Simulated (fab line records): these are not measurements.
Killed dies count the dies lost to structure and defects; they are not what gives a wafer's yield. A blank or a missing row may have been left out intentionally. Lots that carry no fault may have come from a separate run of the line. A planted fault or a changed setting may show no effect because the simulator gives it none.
fab line records + flow nandHarc
record:
- lots: 12
- wafers: 36
- lastDay: 24
route steps=1159 shown P_BONDPAD@367 END@1159
lots with no fault: from the same line, run without faults
startH: start of the lot's first displayed wafer, in hours after the record's first day + waitH: time in hours since the lot's previous step + " same as the row above + L1.1+2: a row that stands for several wafers + - no value, or no start given + * or withheld: withheld + < > ~ a bound
route shown NAME@n: a module of which the file shows steps, and the number in the route of the first + usual: mean/standard deviation of fault-free wafers + same: alike in all rows + chamber/n: place in a boat + sites: each site's reading + _std_site: their standard deviation + _edge_site: mean of outer sites minus mean of inner sites + radiusMm: how far each site lies from the wafer's centre + mask NAME#n: copy n + behind: tool/chamber where the wafer was last shaped + hold: the reason the lot was held/the length of the hold in hours/how it ended + device: the transistor (n, p or np) that didn't switch + end of line: the route-end tests of the same wafers + a step without rows: its recipe alone + killed: dies that structure and defects cost at the first sort, which is not the same as the wafer's yield + map: a wafer's dies, marking killed ones x, the rest . and places with no die _
set.NAME: the run value of the setting; set.NAME@STEP: its run value at that earlier step + model.NAME: the simulator's own value behind a step, which no gauge read
one table for each step of the route and one row for each wafer, over a sample of lots
services: from which hour (startH, from the record's first day; less than 0 if before it) a tool's chamber was out of use, for how many hours, and why
== steps ==
step: NHARC_P_BONDPAD_DESCUM_11
recipe:
- timeS: 3
- o2FlowSccm: 200
- arFlowSccm: 0
- biasPowerW: 0
- chemistry: O2
usual:
- chamberPressureMTorr: 59.97/0.19
- drypumpMotorCurrentA: 5.5/0.42
- oesProductAu: 0.998/0.0086
- rfVppV: 58.0/0.88
- showerheadPlenumPTorr: 1.94/0.098
- throttleValvePct: 11.311/0.0095
same:
- timeS: 3
| lot.wafer | tool       | chamber | startH | waitH | chamberPressureMTorr | drypumpMotorCurrentA | oesProductAu | rfHoursCounterH | rfVppV | showerheadPlenumPTorr | throttleValvePct |
|-----------|------------|---------|--------|-------|----------------------|----------------------|--------------|-----------------|--------|-----------------------|------------------|
| L248.1    | rieDiel-05 | 3       | 134.24 | -     | 59.98                | 5.6                  | 0.998        | 13              | 57.9   | 1.78                  | 11.311           |
| L248.2    | "          | 2       | "      | "     | 60.07                | 6.2                  | 0.994        | 13              | 57.4   | 2.03                  | 11.317           |
| L248.5    | "          | 0       | "      | "     | 59.98                | 5.3                  | 0.993        | -               | 56.9   | 1.92                  | 11.328           |
| L250.1    | rieDiel-05 | 3       | 147.29 | -     | 59.99                | 5.7                  | 0.984        | 15              | 57.0   | 1.78                  | 11.306           |
| L250.2    | "          | 2       | "      | "     | 59.99                | 6.2                  | 1.005        | 15              | 57.4   | 2.02                  | 11.305           |
| L250.6    | "          | 3       | "      | "     | 59.95                | 5.6                  | 0.996        | -               | 57.7   | 1.78                  | 11.334           |
| L254.2    | rieDiel-07 | 0       | 170.92 | -     | 59.98                | 5.7                  | 0.998        | 42              | 58.0   | 2.00                  | 11.304           |
| L254.1    | "          | 3       | "      | "     | 60.09                | 5.4                  | 1.007        | 43              | 58.0   | 1.93                  | 11.317           |
| L254.6    | "          | 2       | "      | "     | 60.05                | 5.6                  | 1.002        | -               | 58.8   | 1.98                  | 11.322           |
| L255.1    | rieDiel-06 | 3       | 179.26 | -     | 60.09                | 4.7                  | 0.996        | 38              | 58.9   | 2.06                  | 11.316           |
| L255.5    | "          | 0       | "      | "     | 60.05                | 5.0                  | 1.013        | -               | 57.5   | 2.03                  | 11.318           |
| L255.6    | "          | 1       | "      | "     | 60.03                | 5.2                  | 1.017        | -               | 58.7   | 1.94                  | 11.317           |
| L256.3    | rieDiel-05 | 0       | 181.78 | -     | 59.91                | 5.3                  | 1.002        | 0               | 58.1   | 1.92                  | 11.314           |
| L256.1    | "          | 3       | "      | "     | 59.90                | 5.6                  | 0.994        | 0               | 57.5   | 1.78                  | 11.307           |
| L256.5    | "          | 0       | "      | "     | 60.04                | 5.3                  | 0.996        | -               | 58.0   | 1.92                  | 11.318           |
| L260.2    | rieDiel-05 | 0       | 207.26 | -     | 59.99                | 5.3                  | 0.992        | 4               | 58.1   | 1.92                  | 11.326           |
| L260.1    | "          | 2       | "      | "     | 59.99                | 6.3                  | 0.992        | 3               | 59.0   | 2.02                  | 11.305           |
| L260.4    | "          | 3       | "      | "     | 59.99                | 5.6                  | 0.999        | -               | 57.5   | 1.78                  | 11.329           |
| L265.1    | rieDiel-05 | 1       | 237.53 | -     | 60.04                | 5.4                  | 1.000        | 7               | 57.7   | 1.84                  | 11.315           |
| L265.4    | "          | 2       | "      | "     | 59.95                | 6.3                  | 0.988        | 7               | 57.7   | 2.02                  | 11.299           |
| L265.5    | "          | 0       | "      | "     | 60.10                | 5.3                  | 1.004        | -               | 58.7   | 1.92                  | 11.323           |
| L266.2    | rieDiel-05 | 3       | 246.74 | -     | 60.00                | 5.6                  | 0.995        | 8               | 58.6   | 1.78                  | 11.298           |
| L266.4    | "          | 0       | "      | "     | 59.98                | 5.3                  | 0.985        | 9               | 57.6   | 1.92                  | 11.320           |
| L266.6    | "          | 3       | "      | "     | 59.94                | 5.6                  | 0.982        | -               | 56.2   | 1.78                  | 11.314           |
| L267.4    | rieDiel-06 | 2       | 251.98 | -     | 59.98                | 5.3                  | 0.999        | 0               | 58.6   | 2.06                  | 11.301           |
| L267.3    | "          | 0       | "      | "     | 60.07                | 5.0                  | 1.009        | 0               | 58.7   | 2.02                  | 11.316           |
| L267.6    | "          | 1       | "      | "     | 60.06                | 5.2                  | 1.006        | -               | 57.2   | 1.93                  | 11.302           |
| L268.1    | rieDiel-05 | 1       | 258.16 | -     | 59.92                | 5.4                  | 1.009        | 8               | 58.2   | 1.84                  | 11.315           |
| L268.2    | "          | 3       | "      | "     | 59.96                | 5.6                  | 0.999        | 9               | 57.1   | 1.78                  | 11.308           |
| L268.3    | "          | 0       | "      | "     | 59.88                | 5.3                  | 0.996        | 10              | 58.3   | 1.92                  | 11.319           |
| L269.4    | rieDiel-05 | 3       | 259.61 | -     | 60.07                | 5.7                  | 0.997        | 9               | 56.9   | 1.78                  | 11.315           |
| L269.1    | "          | 0       | "      | "     | 60.01                | 5.3                  | 0.987        | 10              | 58.8   | 1.92                  | 11.310           |
| L269.3    | "          | 2       | "      | "     | 60.05                | 6.3                  | 0.998        | 9               | 59.4   | 2.02                  | 11.317           |
| L270.1    | rieDiel-06 | 1       | 268.20 | -     | 59.96                | 5.3                  | 1.015        | 6               | 57.5   | 1.93                  | 11.304           |
| L270.4    | "          | 0       | "      | "     | 60.02                | 5.0                  | 1.006        | 6               | 59.6   | 2.02                  | 11.296           |
| L270.5    | "          | 2       | "      | "     | 59.85                | 5.3                  | 1.008        | -               | 58.5   | 2.05                  | 11.323           |
step: NHARC_P_BONDPAD_CD_MEAS_13
usual:
- cdNm: 499.8/1.7
| lot.wafer | tool     | chamber | startH | waitH | cdNm  |
|-----------|----------|---------|--------|-------|-------|
| L248.1    | cdSem-02 | -       | 134.56 | -     | 499.3 |
| L248.2    | "        | -       | "      | "     | 498.3 |
| L248.5    | "        | -       | "      | "     | 496.5 |
| L250.1    | cdSem-02 | -       | 147.79 | -     | 499.4 |
| L250.2    | "        | -       | "      | "     | 501.3 |
| L250.6    | "        | -       | "      | "     | 502.7 |
| L254.1    | cdSem-02 | -       | 172.14 | -     | 500.7 |
| L254.2    | "        | -       | "      | "     | 497.9 |
| L254.6    | "        | -       | "      | "     | 502.9 |
| L255.1    | cdSem-03 | -       | 179.55 | -     | 502.1 |
| L255.5    | "        | -       | "      | "     | 502.1 |
| L255.6    | "        | -       | "      | "     | 503.8 |
| L256.1    | cdSem-02 | -       | 182.09 | -     | 500.9 |
| L256.3    | "        | -       | "      | "     | 501.1 |
| L256.5    | "        | -       | "      | "     | 500.1 |
| L260.1    | cdSem-02 | -       | 207.65 | -     | 500.5 |
| L260.2    | "        | -       | "      | "     | 499.4 |
| L260.4    | "        | -       | "      | "     | 498.6 |
| L265.1    | cdSem-03 | -       | 237.84 | -     | 501.1 |
| L265.4    | "        | -       | "      | "     | 498.3 |
| L265.5    | "        | -       | "      | "     | 498.9 |
| L266.2    | cdSem-02 | -       | 247.06 | -     | 497.8 |
| L266.4    | "        | -       | "      | "     | 499.1 |
| L266.6    | "        | -       | "      | "     | 498.6 |
| L267.3    | cdSem-02 | -       | 252.35 | -     | 499.8 |
| L267.4    | "        | -       | "      | "     | 500.7 |
| L267.6    | "        | -       | "      | "     | 500.3 |
| L268.1    | cdSem-02 | -       | 258.47 | -     | 499.5 |
| L268.2    | "        | -       | "      | "     | 501.8 |
| L268.3    | "        | -       | "      | "     | 499.0 |
| L269.1    | cdSem-01 | -       | 259.96 | -     | 499.9 |
| L269.3    | "        | -       | "      | "     | 501.4 |
| L269.4    | "        | -       | "      | "     | 500.4 |
| L270.1    | cdSem-01 | -       | 268.51 | -     | 497.7 |
| L270.4    | "        | -       | "      | "     | 499.3 |
| L270.5    | "        | -       | "      | "     | 498.0 |
step: NHARC_P_BONDPAD_ECD_18
recipe:
- targetThkA: 4000
- bathTempC: 25
- material: Cu
usual:
- bathHeatDutyPct: 6.2/0.48
- bathTempC: 24.99/0.092
| lot.wafer | tool     | chamber | startH | waitH | bathHeatDutyPct | bathTempC |
|-----------|----------|---------|--------|-------|-----------------|-----------|
| L248.1    | ecdCu-02 | 1       | 135.67 | -     | 6.9             | 24.84     |
| L248.2    | "        | 0       | "      | "     | 6.2             | 25.02     |
| L248.5    | "        | 0       | "      | "     | 7.0             | 24.99     |
| L250.1    | ecdCu-01 | 1       | 148.82 | -     | 6.9             | 25.04     |
| L250.2    | "        | 0       | "      | "     | 5.8             | 25.06     |
| L250.6    | "        | 1       | "      | "     | 6.1             | 25.06     |
| L254.2    | ecdCu-01 | 0       | 173.76 | -     | -               | -         |
| L254.1    | "        | 1       | "      | "     | -               | -         |
| L254.6    | "        | 0       | "      | "     | -               | -         |
| L255.1    | ecdCu-01 | 1       | 180.59 | -     | -               | -         |
| L255.6    | "        | 0       | "      | "     | -               | -         |
| L255.5    | "        | 1       | "      | "     | -               | -         |
| L256.1    | ecdCu-01 | 0       | 183.17 | -     | -               | -         |
| L256.3    | "        | 1       | "      | "     | -               | -         |
| L256.5    | "        | 1       | "      | "     | -               | -         |
| L260.2    | ecdCu-01 | 0       | 208.71 | -     | 6.4             | 24.94     |
| L260.1    | "        | 1       | "      | "     | 5.6             | 24.92     |
| L260.4    | "        | 1       | "      | "     | 6.0             | 25.00     |
| L265.1    | ecdCu-01 | 1       | 239.03 | -     | 6.0             | 25.08     |
| L265.4    | "        | 0       | "      | "     | 6.1             | 25.06     |
| L265.5    | "        | 0       | "      | "     | 6.3             | 24.99     |
| L266.2    | ecdCu-02 | 1       | 248.24 | -     | 6.6             | 24.99     |
| L266.4    | "        | 1       | "      | "     | 5.9             | 25.07     |
| L266.6    | "        | 0       | "      | "     | 6.6             | 25.02     |
| L267.4    | ecdCu-01 | 1       | 253.45 | -     | 6.6             | 25.03     |
| L267.3    | "        | 0       | "      | "     | 6.8             | 25.05     |
| L267.6    | "        | 0       | "      | "     | 5.7             | 25.11     |
| L268.2    | ecdCu-02 | 0       | 259.45 | -     | 7.4             | 25.05     |
| L268.1    | "        | 1       | "      | "     | 7.1             | 24.97     |
| L268.3    | "        | 0       | "      | "     | 6.4             | 25.03     |
| L269.1    | ecdCu-02 | 1       | 261.21 | -     | 7.3             | 25.07     |
| L269.3    | "        | 0       | "      | "     | 6.0             | 24.92     |
| L269.4    | "        | 1       | "      | "     | 5.6             | 25.09     |
| L270.1    | ecdCu-01 | 1       | 269.49 | -     | 6.7             | 24.93     |
| L270.4    | "        | 0       | "      | "     | 5.9             | 25.09     |
| L270.5    | "        | 1       | "      | "     | 5.8             | 24.79     |
step: NHARC_P_BONDPAD_ANNEAL_28
recipe:
- tempC: 225
- timeS: 90
usual:
- wafer_temp_C_max: 226.1/0.35
same:
- timeS: 90
| lot.wafer | tool         | chamber | startH | waitH | wafer_temp_C_max |
|-----------|--------------|---------|--------|-------|------------------|
| L248.1    | rtpAnneal-01 | 0       | 136.11 | 0.4   | 226.3            |
| L248.2    | "            | 0       | "      | "     | 226.8            |
| L248.5    | "            | 0       | "      | "     | 226.1            |
| L250.1    | rtpAnneal-01 | 0       | 149.19 | -     | 226.2            |
| L250.2    | "            | 0       | "      | "     | 226.1            |
| L250.6    | "            | 0       | "      | "     | 226.1            |
| L254.1    | rtpAnneal-01 | 0       | 174.14 | 0.3   | 225.8            |
| L254.2    | "            | 0       | "      | "     | 226.5            |
| L254.6    | "            | 0       | "      | "     | 227.4            |
| L255.1    | rtpAnneal-02 | 0       | 180.92 | 0.3   | 225.8            |
| L255.5    | "            | 0       | "      | "     | 225.9            |
| L255.6    | "            | 0       | "      | "     | 226.2            |
| L256.1    | rtpAnneal-02 | 0       | 183.51 | 0.3   | 225.6            |
| L256.3    | "            | 0       | "      | "     | 225.5            |
| L256.5    | "            | 0       | "      | "     | 225.9            |
| L260.1    | rtpAnneal-02 | 0       | 209.09 | 0.3   | 225.8            |
| L260.2    | "            | 0       | "      | "     | 225.5            |
| L260.4    | "            | 0       | "      | "     | 225.7            |
| L265.1    | rtpAnneal-01 | 0       | 239.37 | -     | 226.2            |
| L265.4    | "            | 0       | "      | "     | 226.1            |
| L265.5    | "            | 0       | "      | "     | 226.3            |
| L266.2    | rtpAnneal-01 | 0       | 248.68 | 0.4   | 226.0            |
| L266.4    | "            | 0       | "      | "     | 226.3            |
| L266.6    | "            | 0       | "      | "     | 226.2            |
| L267.3    | rtpAnneal-02 | 0       | 253.83 | 0.3   | 225.7            |
| L267.4    | "            | 0       | "      | "     | 225.9            |
| L267.6    | "            | 0       | "      | "     | 226.1            |
| L268.1    | rtpAnneal-02 | 0       | 259.83 | -     | 225.8            |
| L268.2    | "            | 0       | "      | "     | 226.1            |
| L268.3    | "            | 0       | "      | "     | 226.2            |
| L269.1    | rtpAnneal-01 | 0       | 261.54 | 0.3   | 225.9            |
| L269.3    | "            | 0       | "      | "     | 225.9            |
| L269.4    | "            | 0       | "      | "     | 226.3            |
| L270.1    | rtpAnneal-02 | 0       | 270.03 | 0.5   | 225.6            |
| L270.4    | "            | 0       | "      | "     | 226.0            |
| L270.5    | "            | 0       | "      | "     | 225.7            |
step: NHARC_P_BONDPAD_THK_MEAS_20
recipe:
- thkMeasGauge: xrf
usual:
- thkNm: 160.8/1.5
| lot.wafer | tool         | chamber | startH | waitH | thkNm |
|-----------|--------------|---------|--------|-------|-------|
| L248.1    | filmMetro-02 | -       | 136.78 | -     | 160.4 |
| L248.2    | "            | -       | "      | "     | 159.7 |
| L248.5    | "            | -       | "      | "     | 160.2 |
| L250.1    | filmMetro-02 | -       | 149.85 | -     | 161.4 |
| L250.2    | "            | -       | "      | "     | 159.3 |
| L250.6    | "            | -       | "      | "     | 162.6 |
| L254.1    | filmMetro-01 | -       | 174.82 | -     | 30.1  |
| L254.2    | "            | -       | "      | "     | 27.9  |
| L254.6    | "            | -       | "      | "     | 28.3  |
| L255.1    | filmMetro-01 | -       | 181.59 | -     | 29.6  |
| L255.5    | "            | -       | "      | "     | 29.1  |
| L255.6    | "            | -       | "      | "     | 33.0  |
| L256.1    | filmMetro-01 | -       | 184.21 | -     | 30.0  |
| L256.3    | "            | -       | "      | "     | 29.8  |
| L256.5    | "            | -       | "      | "     | 30.0  |
| L260.1    | filmMetro-02 | -       | 209.76 | -     | 157.9 |
| L260.2    | "            | -       | "      | "     | 163.7 |
| L260.4    | "            | -       | "      | "     | 160.5 |
| L265.1    | filmMetro-02 | -       | 240.03 | -     | 161.2 |
| L265.4    | "            | -       | "      | "     | 160.1 |
| L265.5    | "            | -       | "      | "     | 159.1 |
| L266.2    | filmMetro-02 | -       | 249.30 | -     | 161.7 |
| L266.4    | "            | -       | "      | "     | 161.0 |
| L266.6    | "            | -       | "      | "     | 161.1 |
| L267.3    | filmMetro-01 | -       | 254.40 | -     | 163.2 |
| L267.4    | "            | -       | "      | "     | 163.0 |
| L267.6    | "            | -       | "      | "     | 160.6 |
| L268.1    | filmMetro-02 | -       | 260.49 | -     | 161.6 |
| L268.2    | "            | -       | "      | "     | 159.3 |
| L268.3    | "            | -       | "      | "     | 160.8 |
| L269.1    | filmMetro-01 | -       | 262.21 | -     | 160.6 |
| L269.3    | "            | -       | "      | "     | 161.4 |
| L269.4    | "            | -       | "      | "     | 161.0 |
| L270.1    | filmMetro-01 | -       | 270.70 | -     | 161.6 |
| L270.4    | "            | -       | "      | "     | 158.9 |
| L270.5    | "            | -       | "      | "     | 159.3 |
step: NHARC_END_SORT_01
recipe:
- tempC: 25
usual:
- defectLimitedYield: 95.4/1.5
- killedAtArray: 26/9.6
- killedAtOther: 0.7/0.92
- killedAtPeriphery: 3.8/2.7
- killedDies: 31/10
- killedOpen: 3.3/1.7
- killedShort: 1.8/1.3
- sort_bin_2_pct: 1.4/0.62
- sort_bin_3_pct: 0.23/0.21
- sort_bin_4_pct: 2.9/0.95
- sortNPass: 646/10
- sortRimYieldPct: 94/3.2
- sortYieldPct: 95.4/1.5
same:
- grossDies: 677
- sort_bin_5_pct[%]: 0
- sort_bin_6_pct[%]: 0
- sort_bin_7_pct[%]: 0
- sort_bin_8_pct[%]: 0
- sortRimNGross: 106.00
| lot.wafer | tool      | chamber | startH | waitH | defectLimitedYield[%] | killedAtArray | killedAtOther | killedAtPeriphery | killedDies | killedOpen | killedShort | sort_bin_2_pct[%] | sort_bin_3_pct[%] | sort_bin_4_pct[%] | sortNPass | sortRimYieldPct[%] | sortYieldPct[%] |
|-----------|-----------|---------|--------|-------|-----------------------|---------------|---------------|-------------------|------------|------------|-------------|-------------------|-------------------|-------------------|-----------|--------------------|-----------------|
| L254.1    | prober-02 | 0       | 477.74 | 2.5   | 0                     | 16            | 0             | 661               | 677        | 3          | 0           | 97.6              | 0.15              | 2.2               | 0         | 0                  | 0               |
| L254.2    | prober-02 | 0       | 478.53 | 2.8   | 0                     | 26            | 0             | 651               | 677        | 5          | 1           | 96.9              | 0.44              | 2.7               | 0         | 0                  | 0               |
| L254.6    | prober-02 | 0       | 481.71 | 4.0   | 0                     | 20            | 2             | 655               | 677        | 3          | 1           | 98.1              | 0.30              | 1.6               | 0         | 0                  | 0               |
| L255.1    | prober-01 | 0       | 486.13 | 2.5   | 0                     | 41            | 0             | 636               | 677        | 4          | 0           | 95.1              | 0.30              | 4.6               | 0         | 0                  | 0               |
| L255.5    | prober-01 | 0       | 489.37 | 3.7   | 0                     | 39            | 0             | 638               | 677        | 4          | 3           | 96.0              | 0.30              | 3.7               | 0         | 0                  | 0               |
| L255.6    | prober-01 | 0       | 490.18 | 4.0   | 0                     | 32            | 0             | 645               | 677        | 1          | 5           | 95.7              | 0.15              | 4.1               | 0         | 0                  | 0               |
| L256.1    | prober-02 | 0       | 493.93 | 2.5   | 0                     | 19            | 0             | 658               | 677        | 1          | 3           | 97.5              | 0                 | 2.5               | 0         | 0                  | 0               |
| L256.3    | prober-02 | 0       | 495.50 | 3.0   | 0                     | 18            | 1             | 658               | 677        | 2          | 3           | 96.9              | 0                 | 3.1               | 0         | 0                  | 0               |
| L256.5    | prober-02 | 0       | 497.06 | 3.6   | 0                     | 13            | 0             | 664               | 677        | 2          | 1           | 97.9              | 0                 | 2.1               | 0         | 0                  | 0               |
| L260.1    | prober-01 | 0       | 505.73 | 2.5   | 97.9                  | 13            | 0             | 1                 | 14         | 0          | 1           | 0                 | 0.15              | 1.9               | 663       | 99                 | 97.9            |
| L260.2    | prober-01 | 0       | 506.53 | 2.8   | 97.2                  | 16            | 0             | 3                 | 19         | 6          | 1           | 0.4               | 0                 | 2.4               | 658       | 98                 | 97.2            |
| L260.4    | prober-01 | 0       | 508.12 | 3.4   | 97.2                  | 17            | 0             | 2                 | 19         | 4          | 3           | 1.0               | 0.15              | 1.6               | 658       | 97                 | 97.2            |
killed by level:class
L254.1 P_BONDPAD:areaEcd=657 A_SLIT:chamberFilmFlake=5 A_SGD_CUT:chamberFilmFlake=4 A_CHANNEL_HOLE_D1:chamberFilmFlake=3 A_CONTACT:geometricParticle:open=2 P_GATE:chamberFilmFlake=2 A_WL_FILL:geometricParticle:open=1 P_ZERO_WELL:chamberFilmFlake=1
L254.2 P_BONDPAD:areaEcd=647 A_SLIT:chamberFilmFlake=9 A_SGD_CUT:chamberFilmFlake=6 A_STAIRCASE:chamberFilmFlake=3 A_CONTACT:geometricParticle:open=2 P_ZERO_WELL:chamberFilmFlake=2 A_CHANNEL_HOLE_D1:chamberFilmFlake=2 P_GATE:geometricParticle:open=1
L254.6 P_BONDPAD:areaEcd=652 A_SLIT:chamberFilmFlake=8 A_SGD_CUT:chamberFilmFlake=6 A_STAIRCASE:chamberFilmFlake=2 THIN_TSV:chamberFilmFlake=2 P_GATE:geometricParticle:open=1 P_CONTACT:geometricParticle:open=1 A_ONON_D1:geometricParticle:short=1
L255.1 P_BONDPAD:areaEcd=633 A_CHANNEL_HOLE_D1:chamberFilmFlake=23 A_SLIT:chamberFilmFlake=8 A_WL_FILL:chamberFilmFlake=4 A_M0:geometricParticle:open=2 P_M0:geometricParticle:open=1 A_CHANNEL_FILL_D1:geometricParticle:open=1 P_GATE:chamberFilmFlake=1
L255.5 P_BONDPAD:areaEcd=632 A_CHANNEL_HOLE_D1:chamberFilmFlake=18 A_SLIT:chamberFilmFlake=8 A_CONTACT:chamberFilmFlake=4 P_ZERO_WELL:chamberFilmFlake=3 A_CHANNEL_FILL_D1:chamberFilmFlake=2 P_GATE:geometricParticle:open=1 A_ONON_D1:geometricParticle:short=1
L255.6 P_BONDPAD:areaEcd=641 A_CHANNEL_HOLE_D1:chamberFilmFlake=18 A_SLIT:chamberFilmFlake=5 A_STAIRCASE:chamberFilmFlake=2 A_CONTACT:chamberFilmFlake=2 P_CONTACT:geometricParticle:short=1 P_M2:geometricParticle:short=1 A_ONON_D1:geometricParticle:open=1
L256.1 P_BONDPAD:areaEcd=654 A_SLIT:chamberFilmFlake=8 A_CONTACT:chamberFilmFlake=3 P_GATE:chamberFilmFlake=2 A_ZERO_WELL:chamberFilmFlake=2 A_SGD_CUT:chamberFilmFlake=2 P_M0:geometricParticle:open=1 A_SOURCE_PLATE:geometricParticle:short=1
L256.3 P_BONDPAD:areaEcd=651 A_ZERO_WELL:chamberFilmFlake=4 A_SLIT:chamberFilmFlake=4 A_CHANNEL_HOLE_D1:chamberFilmFlake=3 P_GATE:chamberFilmFlake=2 A_SGD_CUT:chamberFilmFlake=2 P_ZERO_WELL:geometricParticle:open=1 P_M2:geometricParticle:open=1
L256.5 P_BONDPAD:areaEcd=656 A_CHANNEL_HOLE_D1:chamberFilmFlake=5 A_CONTACT:chamberFilmFlake=5 P_GATE:chamberFilmFlake=4 A_SLIT:chamberFilmFlake=2 P_STI:geometricParticle:short=1 P_BONDPAD:geometricParticle:open=1 A_CONTACT:geometricParticle:open=1
L260.1 A_CONTACT:chamberFilmFlake=6 A_ZERO_WELL:chamberFilmFlake=2 A_CHANNEL_HOLE_D1:chamberFilmFlake=2 A_STAIRCASE:chamberFilmFlake=2 A_SOURCE_PLATE:geometricParticle:short=1 P_GATE:chamberFilmFlake=1
L260.2 A_CONTACT:chamberFilmFlake=4 P_M0:chamberFilmFlake=3 A_CHANNEL_HOLE_D1:chamberFilmFlake=3 A_CHANNEL_FILL_D1:geometricParticle:open=2 A_CHANNEL_FILL_D1:geometricParticle:short=1 A_SGD_CUT:geometricParticle:open=1 A_WL_FILL:geometricParticle:open=1 A_CONTACT:geometricParticle:open=1
L260.4 A_CONTACT:chamberFilmFlake=7 P_M0:geometricParticle:open=1 A_CHANNEL_FILL_D1:geometricParticle:open=1 A_CHANNEL_FILL_D1:geometricParticle:short=1 A_SGD_CUT:geometricParticle:open=1 A_SGD_CUT:geometricParticle:short=1 A_WL_FILL:geometricParticle:short=1 A_CONTACT:geometricParticle:open=1
== services ==
| tool       | chamber | startH | hours | kind      |
|------------|---------|--------|-------|-----------|
| rieDiel-05 | 0       | 118.16 | -     | clean     |
| rieDiel-05 | 1       | 118.16 | -     | clean     |
| rieDiel-05 | 2       | 118.16 | -     | clean     |
| rieDiel-05 | 3       | 118.16 | -     | clean     |
| rieDiel-07 | 1       | 129.31 | 103.2 | repair    |
| rieDiel-05 | 0       | 137.20 | 12.3  | repair    |
| rieDiel-05 | 1       | 142.84 | -     | clean     |
| rieDiel-05 | 2       | 142.84 | -     | clean     |
| rieDiel-05 | 3       | 142.84 | -     | clean     |
| rieDiel-05 | 3       | 148.56 | 6.0   | repair    |
| ecdCu-01   | -       | 150.39 | 1.9   | repair    |
| rieDiel-05 | -       | 163.60 | 9.0   | pm        |
| rieDiel-05 | 0       | 163.60 | 9.0   | ventCycle |
| rieDiel-05 | 1       | 163.60 | 9.0   | ventCycle |
| rieDiel-06 | -       | 165.24 | 0.6   | repair    |
| ecdCu-02   | -       | 180.02 | 8.0   | pm        |
| rieDiel-05 | 2       | 182.64 | 6.3   | repair    |
| ecdCu-01   | -       | 195.23 | 9.1   | repair    |
| rieDiel-07 | -       | 196.24 | 11.1  | repair    |
| rieDiel-05 | 1       | 199.10 | 10.0  | repair    |
| rieDiel-06 | -       | 199.66 | 3.1   | repair    |
| rieDiel-07 | 3       | 217.21 | 9.3   | repair    |
| rieDiel-07 | -       | 228.36 | 9.0   | pm        |
| rieDiel-06 | -       | 241.85 | 9.0   | pm        |
== key ==
firstSign:
- step: NHARC_P_BONDPAD_ECD_18
- reading: toolRecord
- direction: missing
effect:
- step: NHARC_P_BONDPAD_THK_MEAS_20
- reading: thkNm
- direction: down
- sigmas: 87
- usual: 160.8
- struck: 29.8
effect:
- step: NHARC_END_SORT_01
- reading: killedAtPeriphery
- direction: up
- sigmas: 99+
- usual: 3.8
- struck: 651.8
moreKillsBornAt:
- NHARC_P_BONDPAD_ECD_18@ecdCu-01: 5823
metAt NHARC_P_BONDPAD_ECD_18
struckLots L254,L255,L256
laterRowsLeftOut L254.1,L254.2,L254.6,L255.1,L255.5,L255.6,L256.1,L256.3,L256.5
notActingAt NHARC_P_BONDPAD_DESCUM_11,NHARC_P_BONDPAD_CD_MEAS_13,NHARC_P_BONDPAD_ANNEAL_28
onsetBetween 148.82 173.76
fault:
- kind: skippedStepWhole
- tool: ecdCu-01
- chamber: -
- onsetH: 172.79
- steps: NHARC_P_BONDPAD_ECD_18
- scope: struckLotsOnly
laterRowsLeftOut: the simulator's readings of these wafers behind a module that went badly wrong aren't trusted and aren't shown, but for the sort
